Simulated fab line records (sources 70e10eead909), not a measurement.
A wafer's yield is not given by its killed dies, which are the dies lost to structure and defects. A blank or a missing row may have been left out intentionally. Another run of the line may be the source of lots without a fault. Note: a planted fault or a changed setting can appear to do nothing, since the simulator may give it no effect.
Which tool did it? | flow nand-harc | Sampling: 12 lots, 36 wafers, 3 of 1302 route steps

== WHAT EACH GAUGE READ, for each wafer ==
NHARC_A_CONTACT_CD_MEAS_15.
lot  | measured     | on        | cd-nm (nm)
L077 | day 22 23:07 | cd-sem-01 | 189.1 189.6 189.8
L075 | day 23 07:20 | cd-sem-03 | 189.1 189.5 189.2
L079 | day 23 23:58 | cd-sem-02 | 190.8 190.2 190.0
L080 | day 24 20:57 | cd-sem-01 | 191.2 190.4 190.9
L082 | day 25 13:44 | cd-sem-03 | 190.0 189.6 189.9
L085 | day 26 15:40 | cd-sem-03 | 190.2 190.0 190.2
L087 | day 27 19:32 | cd-sem-01 | 190.4 189.9 189.9
L088 | day 28 19:54 | cd-sem-03 | 190.6 189.2 190.5
L092 | day 29 00:28 | cd-sem-01 | 189.8 189.5 190.4
L093 | day 30 06:37 | cd-sem-02 | 189.6 189.8 190.5
L095 | day 30 20:43 | cd-sem-03 | 190.5 190.4 190.3
L096 | day 32 03:54 | cd-sem-03 | 189.9 189.9 189.7

== WHAT TOOL EACH LOT RAN ON (gives the tool, then ch and the chambers of the sampled wafers, and finally the start) ==
lot  | NHARC_A_CONTACT_ETCH_139             | NHARC_A_CONTACT_ETCH_92
L077 | har-cap-etch-03 ch 0,1, day 22 22:17 | rie-diel-08 ch 1,2,3, day 22 22:54
L075 | har-cap-etch-02 ch 0,1, day 23 06:28 | rie-diel-13 ch 1,2, day 23 07:05
L079 | har-cap-etch-02 ch 0,1, day 23 23:11 | rie-diel-13 ch 1,2,3, day 23 23:41
L080 | har-cap-etch-01 ch 0,1, day 24 20:10 | rie-diel-13 ch 0,2, day 24 20:44
L082 | har-cap-etch-02 ch 0,1, day 25 13:02 | rie-diel-08 ch 0,1,2, day 25 13:30
L085 | har-cap-etch-02 ch 0,1, day 26 15:01 | rie-diel-13 ch 1,2, day 26 15:26
L087 | har-cap-etch-01 ch 0,1, day 27 18:47 | rie-diel-13 ch 0,1,3, day 27 19:21
L088 | har-cap-etch-02 ch 0,1, day 28 19:10 | rie-diel-13 ch 1,2, day 28 19:42
L092 | har-cap-etch-03 ch 0,1, day 28 23:42 | rie-diel-13 ch 0,2, day 29 00:16
L093 | har-cap-etch-02 ch 0,1, day 30 05:55 | rie-diel-08 ch 0,2,3, day 30 06:25
L095 | har-cap-etch-02 ch 0,1, day 30 19:56 | rie-diel-13 ch 1,2,3, day 30 20:30
L096 | har-cap-etch-02 ch 0,1, day 32 02:43 | rie-diel-13 ch 0,1, day 32 03:08
- NHARC_A_CONTACT_ETCH_139: etches the open film in C4F8/O2/Ar, time 195 s, target depth 840 nm.
- NHARC_A_CONTACT_ETCH_92: etches the open film in CH3F/O2, target depth 40 nm, time 85.7 s.

== THE ANSWER, worked out from the rows above alone ==
Rule: the lots themselves supply what counts as usual. The widest of any qualifying gaps counts: lots, ordered by their means at a reading, are off when they make up no more than a third of the lots, leave a main group of 4 or more, and stand apart from it by 3 or more times the standard deviation of that group's means. If all means in a main group match to the digits the tables above print for the reading, that group is not used. A lot without any number at a reading at which 4 lots or more have one is off too. Any other lot the step has rows for is counted as sound.
Nothing can be told from this: no lot is off at any reading shown.

== WHAT HAD BEEN PUT IN BY THE SIMULATOR ==
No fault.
